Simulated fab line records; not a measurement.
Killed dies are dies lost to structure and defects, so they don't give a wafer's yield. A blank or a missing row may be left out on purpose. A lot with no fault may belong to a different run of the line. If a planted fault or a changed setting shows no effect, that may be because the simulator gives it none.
Comparing a struck lot with a sound one / flow n5-finfet / 16 steps out of a route of 1938
Sound: the wafers L831.1, L831.4, L831.6. Struck: wafer L823.3. (L823.1, L823.6 of the same lot were not struck and are left out.) The cause comes at the end.
For every step that has rows: the tool of each side, followed by ch and its chambers, followed by its first start. Under that, the readings that differ: sound wafers / struck wafers / difference of the means / sigmas: that difference in standard deviations of wafers without a fault.
alike: same words and numbers on both sides, and readings whose means sit less than 2 such deviations apart. not compared: any withheld reading, any reading some wafer has no value for, any bound like >300 that may hide the same value, and any number with overlapping values for which the record gives no deviation.
A row with sigmas, a row that says differs or no value, or rows on one side alone: a step with any of these is where the two part. Non-overlapping numbers with no deviation appear without sigmas and do not part them. A reading that every wafer of one side lacks parts them only if that side has two wafers or more.

first, 3 steps without rows for these wafers: N5_BEOL_M5_ANNEAL_89 (time 1800 s); N5_BEOL_M5_SPUTTER_90 (material Cu, target thk 4.5 nm, time 8.29 s); N5_BEOL_M5_ECD_50 (material Cu, target thk 300 nm).
N5_BEOL_M5_ANNEAL_51: time 90 s.
  sound on rtp-anneal-02 ch 0, day 12 08:20; struck on rtp-anneal-01 ch 0, day 10 14:49
  alike: wafer_temp_C_max
N5_BEOL_M5_CMP_52: polishes, stops on SiCOH lowk, t overpolish 6.9 s, target thk 62 nm.
  sound on cmp-01 ch 0,1,3, day 12 08:40; struck on cmp-03 ch 2, day 10 15:26
reading=time-to-endpoint-s (s); sound=66 68 70; struck=61; difference=-7; sigmas=-2
  alike: barrier-field-endpoint-s, motor-current-A, overpolish-run-s
N5_BEOL_M5_THK_MEAS_53: measures by xrf.
  sound on film-metro-02 at day 12 08:56; struck on film-metro-02 at day 10 15:41
  alike: M5_THK
N5_BEOL_M5_PRE_CLEAN_77: time 15 s.
  sound on cvd-co-02 ch 0,1, day 12 08:58; struck on cvd-co-02 ch 0, day 10 15:45
  alike: heater-power-w, rf-fwd-power-W
  not compared: since-wet-clean-h
N5_BEOL_M5_CO_CAP_78: material Co, precursor CCTBA/H2, target thk 2 nm, time 102.1 s.
  sound on cvd-co-02 ch 0,1, day 12 09:01; struck on cvd-co-02 ch 0, day 10 15:47
  alike: heater-power-w
  not compared: since-wet-clean-h
then, 1 step without rows for these wafers: N5_BEOL_M5_PRE_CLEAN_55 (time 15 s).
N5_BEOL_M5_DEP_56: deposits SiCN from 3MS/NH3, target thk 8 nm, time 14 s.
  sound on pecvd-01 ch 0,2, day 12 09:07; struck on pecvd-01 ch 1, day 10 15:54
reading=throttle-valve-pct (%); sound=8.9 9.2 8.5; struck=10.4; difference=+1.5; sigmas=+3
  alike: rf-fwd-power-W, showerhead-plenum-p-Torr
  not compared: since-wet-clean-h
N5_BEOL_M5_RS_MEAS_57: the measuring method here is four-point-probe.
  sound on film-metro-01 at day 12 09:11; struck on film-metro-02 at day 10 15:58
  alike: M5_RS
N5_BEOL_M5_INSPECT_58: inspects for defects (darkfield).
  sound on defect-inspect-01 at day 12 09:13; struck on defect-inspect-01 at day 10 16:00
  alike: raw-defect-count
N5_BEOL_M6_ILD_DEP_00: deposits SiCOH lowk from DEMS/porogen, target thk 179.75 nm, time 33.4 s.
  sound on pecvd-01 ch 0,2, day 12 09:15; struck on pecvd-04 ch 0, day 10 16:02
reading=heater-power-w (W); sound=350 356 289; struck=196; difference=-136; sigmas=-2
reading=susceptor-temp-C (C); sound=299.97 300.16 299.97; struck=296.52; difference=-3.51; sigmas=-18
  alike: rf-fwd-power-W, showerhead-plenum-p-Torr, throttle-valve-pct
  not compared: since-wet-clean-h, model.SiCOH_lowk_of_BEOL_M6_ILD_DEP_00.thk-nm
N5_BEOL_M6_CURE_74: cures SiCOH lowk, time 240 s.
  sound on uv-cure-03 ch 1, day 12 09:19; struck on uv-cure-02 ch 1, day 10 16:06
  alike: lamp-power-pct, wafer_temp_C_max
  not compared: model.SiCOH_lowk_of_BEOL_M6_ILD_DEP_00.thk-nm
N5_BEOL_M6_THK_MEAS_01:
  sound on film-metro-01 at day 12 10:19; struck on film-metro-01 at day 10 16:37
  alike: M6_ILD_THK
next, for these wafers, 1 step has no rows: N5_PASSIVATION_PROBE_49.

WHERE THEY PART
Last at N5_BEOL_M6_ILD_DEP_00 as far as this record goes, first at N5_BEOL_M5_CMP_52. Later steps at which nothing parts them and some readings are alike: N5_BEOL_M6_CURE_74, N5_BEOL_M6_THK_MEAS_01.

WHY: what had been put in by the simulator
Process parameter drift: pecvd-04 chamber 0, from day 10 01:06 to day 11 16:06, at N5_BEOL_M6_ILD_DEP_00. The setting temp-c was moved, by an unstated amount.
